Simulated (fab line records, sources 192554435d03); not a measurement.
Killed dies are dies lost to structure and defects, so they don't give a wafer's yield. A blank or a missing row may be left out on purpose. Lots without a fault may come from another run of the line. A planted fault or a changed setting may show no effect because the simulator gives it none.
A struck lot beside a sound one | flow n5_finfet | 37 steps out of a route of 1938
Sound: wafers L631.4, L631.5, L631.6. Struck: wafers L630.2, L630.3, L630.5. The cause comes at the end.
At each step with rows: each side's tool, then ch and its chambers, then its first start. Under that, the readings that differ: sound wafers | struck wafers | difference of the means | sigmas: that difference in standard deviations of wafers without a fault.
alike: readings whose means differ by less than 2 such deviations, and words and numbers that are the same on both sides. not compared: withheld readings, readings that some wafer has no value for, bounds like >300 that may hide the same value, and numbers for which the record gives no deviation and whose values overlap.
The two part at a step that has a row with sigmas, a row that says differs or no value, or rows on one side only. Numbers that don't overlap but have no deviation are shown without sigmas and don't part them. A reading that every wafer of one side lacks parts them only if that side has two wafers or more.

first, 8 steps without rows for these wafers: N5_BEOL_M15_SPUTTER_43 (material TaN, target thk 15 nm, time 24.19 s); N5_BEOL_M15_SPUTTER_44 (material Ta, target thk 15 nm, time 24.19 s); N5_BEOL_M15_SPUTTER_45 (material Cu, target thk 100 nm, time 16.67 s); N5_BEOL_M15_ECD_47 (material Cu, target thk 1860 nm); N5_BEOL_M15_ANNEAL_48 (time 90 s); N5_BEOL_M15_CMP_49 (polishes, stops on SiO2, t overpolish 4.9 s, target thk 850 nm); N5_BEOL_M15_PRE_CLEAN_52 (time 15 s); N5_BEOL_M15_DEP_53 (deposits SiCN from 3MS/NH3, target thk 50 nm, time 17.8 s).
N5_PASSIVATION_PECVD_00: deposits SiO2 from SiH4/N2O, target thk 200 nm, time 11.2 s.
  sound on pecvd-04 ch 0,2, day 17 02:04; struck on pecvd-03 ch 1,2, day 16 11:28
  reading                                        | sound           | struck          | difference | sigmas
  throttle_valve_pct (%)                         | 56.8 49.6 56.5  | 47.3 47.2 50.4  | -6.0       | -2
  model.SiO2_of_PASSIVATION_PECVD_00.thk_nm (nm) | 202 200.2 203.4 | 267.2 269.6 272 | +67.7      |
  alike: heater_power_w, showerhead_plenum_p_Torr
then, 26 steps without rows for these wafers: N5_MIM_BOT_DEGAS_01 (time 60 s); N5_MIM_BOT_SPUTTER_00 (material TiN, target thk 35 nm, time 89.7 s); N5_MIM_TOP_ALD_00 (deposits Al2O3, purge time 3 s, co reactant pulse time 3 s); N5_MIM_TOP_ALD_01 (deposits HfO2, target thk 5.6 nm, pulse time 1 s, purge time 3 s); N5_MIM_TOP_ALD_02 (deposits Al2O3, purge time 3 s, co reactant pulse time 3 s); N5_MIM_TOP_DEGAS_04 (time 60 s); N5_MIM_TOP_SPUTTER_03 (material TiN, target thk 35 nm, time 89.7 s); N5_MIM_TOP_LITHO_HMDS_01 (time 60 s); N5_MIM_TOP_LITHO_COAT_02; N5_MIM_TOP_LITHO_EBR_04; N5_MIM_TOP_LITHO_SOFTBAKE_03 (time 90 s); N5_MIM_TOP_LITHO_EXPOSE_05 (exposes mask MIM TOP, target cd 2000 nm); N5_MIM_TOP_LITHO_PEB_06; N5_MIM_TOP_LITHO_DEVELOP_07 (develop time 60 s); N5_MIM_TOP_LITHO_HARDBAKE_09 (time 120 s); N5_MIM_TOP_LITHO_DESCUM_10 (chemistry O2, time 7.9 s); N5_MIM_TOP_ETCH_ETCH_00 (etches TiN in Cl2/BCl3, target depth 38.5 nm); N5_MIM_TOP_ETCH_STRIP_01 (strips in O2); N5_MIM_TOP_ETCH_PECVD_03 (deposits SiNx from SiH4/NH3/N2, target thk 20 nm, time 17.6 s); N5_MIM_BOT_LITHO_HMDS_01 (time 60 s); N5_MIM_BOT_LITHO_COAT_02; N5_MIM_BOT_LITHO_EBR_04; N5_MIM_BOT_LITHO_SOFTBAKE_03 (time 90 s); N5_MIM_BOT_LITHO_EXPOSE_05 (exposes mask MIM BOT); N5_MIM_BOT_LITHO_PEB_06; N5_MIM_BOT_LITHO_DEVELOP_07 (develop time 60 s).
N5_MIM_BOT_ETCH_ETCH_00: etches TiN in Cl2/BCl3, target depth 45.5 nm.
  sound on rie_metal-01 ch 0, day 17 07:06; struck on rie_metal-02 ch 0,1, day 16 16:37
  reading                                        | sound             | struck            | difference | sigmas
  model.SiO2_of_PASSIVATION_PECVD_00.thk_nm (nm) | 199.4 197.6 200.8 | 264.6 267.2 269.4 | +67.8      |
  alike: drypump_motor_current_A, he_backside_leak_sccm, oes_product_au, throttle_valve_pct
  not compared: rf_hours_counter_h
then, 1 step without rows for these wafers: N5_PASSIVATION_PROBE_49.

WHERE THEY PART
Only at N5_PASSIVATION_PECVD_00, within this record. Later steps at which nothing parts them and some readings are alike: N5_MIM_BOT_ETCH_ETCH_00.

WHY: what the simulator had put in
Process parameter drift: pecvd-03, from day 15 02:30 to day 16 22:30, at N5_PASSIVATION_PECVD_00. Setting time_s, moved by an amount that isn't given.
